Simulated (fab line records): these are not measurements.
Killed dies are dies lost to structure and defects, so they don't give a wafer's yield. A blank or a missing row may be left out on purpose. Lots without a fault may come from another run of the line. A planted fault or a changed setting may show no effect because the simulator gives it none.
Matching of chambers / flow nand harc / 4 sister chambers for NHARC_P_BONDPAD_ETCH_37 on rie diel-12
The step etches the open film in N2/H2, target depth 60 nm, overetch 18 nm, time 65.91 s. 8 wafers are shown with their chamber, then 10 later ones without.

## WAFERS, EACH WITH ITS CHAMBER
wafer=L082.3; chamber=1; rf vpp V (V)=434.9; oes product au (a.u.)=1.009
wafer=L086.1; chamber=0; rf vpp V (V)=433.1; oes product au (a.u.)=1.014
wafer=L086.6; chamber=1; rf vpp V (V)=435.0; oes product au (a.u.)=1.004
wafer=L088.2; chamber=2; rf vpp V (V)=432.2; oes product au (a.u.)=0.990
wafer=L088.3; chamber=0; rf vpp V (V)=431.3; oes product au (a.u.)=1.006
wafer=L088.5; chamber=2; rf vpp V (V)=433.1; oes product au (a.u.)=0.982
wafer=L089.3; chamber=3; rf vpp V (V)=431.0; oes product au (a.u.)=1.010
wafer=L089.4; chamber=3; rf vpp V (V)=428.5; oes product au (a.u.)=1.009

## WAFERS WHOSE CHAMBER IS MISSING
wafer=L089.5; rf vpp V (V)=431.9; oes product au (a.u.)=0.993
wafer=L091.1; rf vpp V (V)=433.4; oes product au (a.u.)=1.002
wafer=L091.3; rf vpp V (V)=432.1; oes product au (a.u.)=0.994
wafer=L091.4; rf vpp V (V)=431.3; oes product au (a.u.)=1.004
wafer=L093.3; rf vpp V (V)=429.1; oes product au (a.u.)=1.009
wafer=L093.5; rf vpp V (V)=433.0; oes product au (a.u.)=0.993
wafer=L093.6; rf vpp V (V)=428.5; oes product au (a.u.)=1.004
wafer=L096.1; rf vpp V (V)=432.4; oes product au (a.u.)=0.980
wafer=L096.5; rf vpp V (V)=432.0; oes product au (a.u.)=0.973
wafer=L096.6; rf vpp V (V)=435.2; oes product au (a.u.)=0.992

## EACH ONE'S CHAMBER
wafer=L089.5; from the rows above=2; in truth=2
wafer=L091.1; from the rows above=can't be placed: 1 or 0 or 3 or 2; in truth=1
wafer=L091.3; from the rows above=can't be placed: 2 or 0 or 1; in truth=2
wafer=L091.4; from the rows above=can't be placed: 0 or 3 or 1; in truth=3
wafer=L093.3; from the rows above=3; in truth=3
wafer=L093.5; from the rows above=can't be placed: 2 or 1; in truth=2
wafer=L093.6; from the rows above=can't be placed: 3 or 0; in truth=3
wafer=L096.1; from the rows above=2; in truth=2
wafer=L096.5; from the rows above=2; in truth=2
wafer=L096.6; from the rows above=can't be placed: 2 or 1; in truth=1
Placed correctly: 4 of 10. Cannot be placed on the basis of these rows: 6; the candidates contain the true chamber in 6. 0 placed wrongly.
How it was worked out, from the rows above alone: a wafer's distance from a chamber is the root of the sum, over the readings, of the square of ((its reading less the chamber's mean) divided by the reading's scatter). If the next closest chamber is less than 2 further off than the closest, the wafer can't be placed; otherwise it belongs to the closest. The mean given for a chamber averages the wafers shown for that chamber. How the scatter is found: for the shown wafers, subtract from each reading the mean of its chamber, square and add these, divide the total by (wafers less chambers), then take the root.
